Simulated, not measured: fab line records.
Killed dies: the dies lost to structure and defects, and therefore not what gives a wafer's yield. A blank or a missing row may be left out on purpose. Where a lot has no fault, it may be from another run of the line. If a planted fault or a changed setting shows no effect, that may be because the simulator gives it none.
The tool behind it: which one? :: flow nandHarc :: 13 lots with 39 wafers sampled at 6 steps, on a route of 1302 steps

## WHAT THE GAUGES READ, wafer by wafer
NHARC_P_M0_CD_MEAS_09: target cd 90 nm.
lot: L488
measured: day 6 04:28
on: cdSem-01
cdNm (nm): 89.8 89.4 89.5

lot: L489
measured: day 6 10:16
on: cdSem-01
cdNm (nm): 89.7 89.9 89.8

lot: L491
measured: day 7 19:38
on: cdSem-01
cdNm (nm): 89.9 88.6 89.3

lot: L494
measured: day 8 11:00
on: cdSem-02
cdNm (nm): 89.2 89.2 89.5

lot: L495
measured: day 9 08:50
on: cdSem-02
cdNm (nm): 88.3 90.6 89.9

lot: L497
measured: day 10 04:19
on: cdSem-03
cdNm (nm): 89.9 89.8 90.5

lot: L498
measured: day 10 05:25
on: cdSem-02
cdNm (nm): 89.8 89.3 88.5

lot: L500
measured: day 10 19:49
on: cdSem-02
cdNm (nm): 90.4 89.3 88.9

lot: L499
measured: day 10 21:11
on: cdSem-01
cdNm (nm): 89.7 90.4 90.2

lot: L502
measured: day 12 07:10
on: cdSem-03
cdNm (nm): 90.4 89.9 90.2

lot: L509
measured: day 14 17:07
on: cdSem-01
cdNm (nm): 82.5 82.9 81.9

lot: L510
measured: day 15 05:13
on: cdSem-01
cdNm (nm): 82.2 82.1 83.0

lot: L511
measured: day 15 12:11
on: cdSem-01
cdNm (nm): 89.5 91.1 88.8

NHARC_END_SORT_01.
lot: L509
measured: day 33 07:47
on: prober-01
defectLimitedYield (%): 91 90
killedAtArray: 59 62
killedAtOther: 0 1
killedAtPeriphery: 5 7
killedDies: 64 70
killedOpen: 3 6
killedShort: 2 1

lot: L510
measured: day 33 14:00
on: prober-02
defectLimitedYield (%): 91 92
killedAtArray: 51 47
killedAtOther: 0 0
killedAtPeriphery: 10 6
killedDies: 61 53
killedOpen: 3 3
killedShort: 6 1

## WHICH TOOL RAN EACH LOT (tool, then ch and the chambers of the sampled wafers, then the start)
lot: L488
NHARC_P_CONTACT_DEP_30: pecvd-04 ch 0,1,2, day 5 22:24
NHARC_P_CONTACT_PVD_32: pvdSputter-03, day 6 04:23 or earlier
NHARC_P_M0_PEB_07: lithoTrack-06 ch 0, day 6 04:23
NHARC_P_M0_PRE_CLEAN_29: pvdSputter-01, no start

lot: L489
NHARC_P_CONTACT_DEP_30: pecvd-04 ch 0,1, day 6 04:22
NHARC_P_CONTACT_PVD_32: pvdSputter-03, day 6 10:11 or earlier
NHARC_P_M0_PEB_07: lithoTrack-06 ch 0, day 6 10:11
NHARC_P_M0_PRE_CLEAN_29: pvdSputter-02, no start

lot: L491
NHARC_P_CONTACT_DEP_30: pecvd-04 ch 0,2, day 7 13:59
NHARC_P_CONTACT_PVD_32: pvdSputter-03, day 7 19:33 or earlier
NHARC_P_M0_PEB_07: lithoTrack-06 ch 0, day 7 19:33
NHARC_P_M0_PRE_CLEAN_29: pvdSputter-03, no start

lot: L494
NHARC_P_CONTACT_DEP_30: pecvd-01 ch 0,2, day 8 05:26
NHARC_P_CONTACT_PVD_32: pvdSputter-01, day 8 10:55 or earlier
NHARC_P_M0_PEB_07: lithoTrack-06 ch 0, day 8 10:55
NHARC_P_M0_PRE_CLEAN_29: pvdSputter-02, no start

lot: L495
NHARC_P_CONTACT_DEP_30: pecvd-01 ch 0,2, day 9 03:09
NHARC_P_CONTACT_PVD_32: pvdSputter-03, day 9 08:45 or earlier
NHARC_P_M0_PEB_07: lithoTrack-06 ch 0, day 9 08:45
NHARC_P_M0_PRE_CLEAN_29: pvdSputter-01, no start

lot: L497
NHARC_P_CONTACT_DEP_30: pecvd-02 ch 1,2, day 9 22:37
NHARC_P_CONTACT_PVD_32: pvdSputter-03, day 10 04:14 or earlier
NHARC_P_M0_PEB_07: lithoTrack-01 ch 0, day 10 04:14
NHARC_P_M0_PRE_CLEAN_29: pvdSputter-03, no start

lot: L498
NHARC_P_CONTACT_DEP_30: pecvd-04 ch 0,1,2, day 9 23:42
NHARC_P_CONTACT_PVD_32: pvdSputter-02, day 10 05:20 or earlier
NHARC_P_M0_PEB_07: lithoTrack-01 ch 0, day 10 05:20
NHARC_P_M0_PRE_CLEAN_29: pvdSputter-01, no start

lot: L500
NHARC_P_CONTACT_DEP_30: pecvd-01 ch 1,2, day 10 13:50
NHARC_P_CONTACT_PVD_32: pvdSputter-03, day 10 19:44 or earlier
NHARC_P_M0_PEB_07: lithoTrack-06 ch 0, day 10 19:44
NHARC_P_M0_PRE_CLEAN_29: pvdSputter-01, no start

lot: L499
NHARC_P_CONTACT_DEP_30: pecvd-01 ch 1, day 10 14:38
NHARC_P_CONTACT_PVD_32: pvdSputter-03, day 10 21:06 or earlier
NHARC_P_M0_PEB_07: lithoTrack-01 ch 0, day 10 21:06
NHARC_P_M0_PRE_CLEAN_29: pvdSputter-02, no start

lot: L502
NHARC_P_CONTACT_DEP_30: pecvd-02 ch 0,1, day 12 00:59
NHARC_P_CONTACT_PVD_32: pvdSputter-03, day 12 07:05 or earlier
NHARC_P_M0_PEB_07: lithoTrack-01 ch 0, day 12 07:05
NHARC_P_M0_PRE_CLEAN_29: pvdSputter-01, no start

lot: L509
NHARC_P_CONTACT_DEP_30: pecvd-04 ch 0,1, day 14 10:59
NHARC_P_CONTACT_PVD_32: pvdSputter-02, day 14 17:02 or earlier
NHARC_P_M0_PEB_07: lithoTrack-01 ch 0, day 14 17:02
NHARC_P_M0_PRE_CLEAN_29: pvdSputter-01, day 33 07:47 or earlier

lot: L510
NHARC_P_CONTACT_DEP_30: pecvd-02 ch 0,1, day 14 23:15
NHARC_P_CONTACT_PVD_32: pvdSputter-03, day 15 05:08 or earlier
NHARC_P_M0_PEB_07: lithoTrack-01 ch 0, day 15 05:08
NHARC_P_M0_PRE_CLEAN_29: pvdSputter-03, day 33 14:00 or earlier

lot: L511
NHARC_P_CONTACT_DEP_30: pecvd-01 ch 0,1, day 15 06:20
NHARC_P_CONTACT_PVD_32: pvdSputter-01, day 15 12:07 or earlier
NHARC_P_M0_PEB_07: lithoTrack-04 ch 0, day 15 12:07
NHARC_P_M0_PRE_CLEAN_29: pvdSputter-02, no start
- NHARC_P_CONTACT_DEP_30: deposits SiNx, target thk 30 nm.
- NHARC_P_CONTACT_PVD_32: deposits Ti, target thk 5 nm, time 17.7 s.
- NHARC_P_M0_PEB_07: peb time 65 s.
- NHARC_P_M0_PRE_CLEAN_29: time 30 s.

## AS READ BY THE TOOLS THEMSELVES (means over the sampled wafers that have a number; for cases with no such wafer, the mark the record gives instead)
NHARC_P_CONTACT_DEP_30.
lot: L488
tool: pecvd-04
heaterPowerOuterW (W): 386
heaterPowerW (W): 670

lot: L489
tool: pecvd-04
heaterPowerOuterW (W): 394
heaterPowerW (W): 669

lot: L491
tool: pecvd-04
heaterPowerOuterW (W): 375
heaterPowerW (W): 640

lot: L494
tool: pecvd-01
heaterPowerOuterW (W): 443
heaterPowerW (W): 753

lot: L495
tool: pecvd-01
heaterPowerOuterW (W): 392
heaterPowerW (W): 675

lot: L497
tool: pecvd-02
heaterPowerOuterW (W): 405
heaterPowerW (W): 643

lot: L498
tool: pecvd-04
heaterPowerOuterW (W): 343
heaterPowerW (W): 618

lot: L500
tool: pecvd-01
heaterPowerOuterW (W): 391
heaterPowerW (W): 693

lot: L499
tool: pecvd-01
heaterPowerOuterW (W): 383
heaterPowerW (W): 679

lot: L502
tool: pecvd-02
heaterPowerOuterW (W): 411
heaterPowerW (W): 711

lot: L509
tool: pecvd-04
heaterPowerOuterW (W): 426
heaterPowerW (W): 697

lot: L510
tool: pecvd-02
heaterPowerOuterW (W): 373
heaterPowerW (W): 625

lot: L511
tool: pecvd-01
heaterPowerOuterW (W): 453
heaterPowerW (W): 776

NHARC_P_CONTACT_PVD_32.
lot: L488
tool: pvdSputter-03
throttleValvePct (%): 29.9

lot: L489
tool: pvdSputter-03
throttleValvePct (%): 29.9

lot: L491
tool: pvdSputter-03
throttleValvePct (%): 30.4

lot: L494
tool: pvdSputter-01
throttleValvePct (%): 31.5

lot: L495
tool: pvdSputter-03
throttleValvePct (%): 29.5

lot: L497
tool: pvdSputter-03
throttleValvePct (%): 29.7

lot: L498
tool: pvdSputter-02
throttleValvePct (%): 29.8

lot: L500
tool: pvdSputter-03
throttleValvePct (%): 30.1

lot: L499
tool: pvdSputter-03
throttleValvePct (%): 31.1

lot: L502
tool: pvdSputter-03
throttleValvePct (%): 29.3

lot: L509
tool: pvdSputter-02
throttleValvePct (%): 30.1

lot: L510
tool: pvdSputter-03
throttleValvePct (%): 30.1

lot: L511
tool: pvdSputter-01
throttleValvePct (%): 31.4

NHARC_P_M0_PEB_07.
lot: L488
tool: lithoTrack-06
heaterPowerTotalW (W): 156.7
plateTempC (C): 99.96

lot: L489
tool: lithoTrack-06
heaterPowerTotalW (W): 156.9
plateTempC (C): 99.91

lot: L491
tool: lithoTrack-06
heaterPowerTotalW (W): 156.5
plateTempC (C): 99.93

lot: L494
tool: lithoTrack-06
heaterPowerTotalW (W): 156.2
plateTempC (C): 100.21

lot: L495
tool: lithoTrack-06
heaterPowerTotalW (W): 156.8
plateTempC (C): 100.02

lot: L497
tool: lithoTrack-01
heaterPowerTotalW (W): 156.5
plateTempC (C): 99.93

lot: L498
tool: lithoTrack-01
heaterPowerTotalW (W): 156.8
plateTempC (C): 99.90

lot: L500
tool: lithoTrack-06
heaterPowerTotalW (W): 156.6
plateTempC (C): 99.99

lot: L499
tool: lithoTrack-01
heaterPowerTotalW (W): 156.7
plateTempC (C): 100.04

lot: L502
tool: lithoTrack-01
heaterPowerTotalW (W): 156.7
plateTempC (C): 99.90

lot: L509
tool: lithoTrack-01
heaterPowerTotalW (W): 152.1
plateTempC (C): 97.94

lot: L510
tool: lithoTrack-01
heaterPowerTotalW (W): 152.7
plateTempC (C): 98.09

lot: L511
tool: lithoTrack-04
heaterPowerTotalW (W): 156.8
plateTempC (C): 100.02

NHARC_P_M0_PRE_CLEAN_29.
lot: L488
tool: pvdSputter-01
heaterPowerW (W): 408

lot: L489
tool: pvdSputter-02
heaterPowerW (W): 379

lot: L491
tool: pvdSputter-03
heaterPowerW (W): 413

lot: L494
tool: pvdSputter-02
heaterPowerW (W): 352

lot: L495
tool: pvdSputter-01
heaterPowerW (W): 421

lot: L497
tool: pvdSputter-03
heaterPowerW (W): 397

lot: L498
tool: pvdSputter-01
heaterPowerW (W): 415

lot: L500
tool: pvdSputter-01
heaterPowerW (W): 420

lot: L499
tool: pvdSputter-02
heaterPowerW (W): 385

lot: L502
tool: pvdSputter-01
heaterPowerW (W): 415

lot: L509
tool: pvdSputter-01
heaterPowerW (W): 423

lot: L510
tool: pvdSputter-03
heaterPowerW (W): 388

lot: L511
tool: pvdSputter-02
heaterPowerW (W): 386

## THE ANSWER, worked out from the rows above alone
Rule: the usual values come from the lots themselves. The widest of any qualifying gaps counts: lots, ordered by their means at a reading, are off when they make up no more than a third of the lots, leave a main group of 4 or more, and stand apart from it by 3 or more times the standard deviation of that group's means. If all means in a main group match to the digits the tables above print for the reading, that group is not used. Also off: a lot with no number at a reading for which 4 or more lots have one. The other lots that the step has rows for count as sound. First the gauges in route order, then the tools' own readings, where a lot's mean is used as printed above. At the first step where some lot is off, the reading lying furthest off is the one used; lots without a number count as furthest.
Off, at NHARC_P_M0_CD_MEAS_09 on cdNm: L509, L510. The main group has a mean of 89.7 nm with a standard deviation of 0.33.
If a tool, at a process step before that reading, ran all the lots that are off and no sound lot after the first of them, it fits. Not tried: the gauges at NHARC_P_M0_CD_MEAS_09; whatever is off there is also off at NHARC_P_M0_PEB_07, on other tools, and gauge error can't account for it. With no start given for some of its lots, NHARC_P_CONTACT_PVD_32 uses the hours and lot order of NHARC_P_M0_PEB_07. One fits: NHARC_P_M0_PEB_07 on lithoTrack-01. A fault onset in the window from L502 (day 12 07:05, its last sound lot) to L509 (day 14 17:02, its first lot off) fits.
The tool's own readings at NHARC_P_M0_PEB_07 bear it out: on the lots that are off they differ by more than 5 times the standard deviation of the sound lots' means. heaterPowerTotalW reads 152.4 W there against 156.7 W on the sound lots; plateTempC reads 98.02 C there against 99.98 C on the sound lots.

## WHAT THE SIMULATOR PUT IN
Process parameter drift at NHARC_P_M0_PEB_07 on lithoTrack-01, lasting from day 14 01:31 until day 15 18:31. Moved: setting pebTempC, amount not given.
Struck lots among those shown: L509, L510. The rule above found the same.
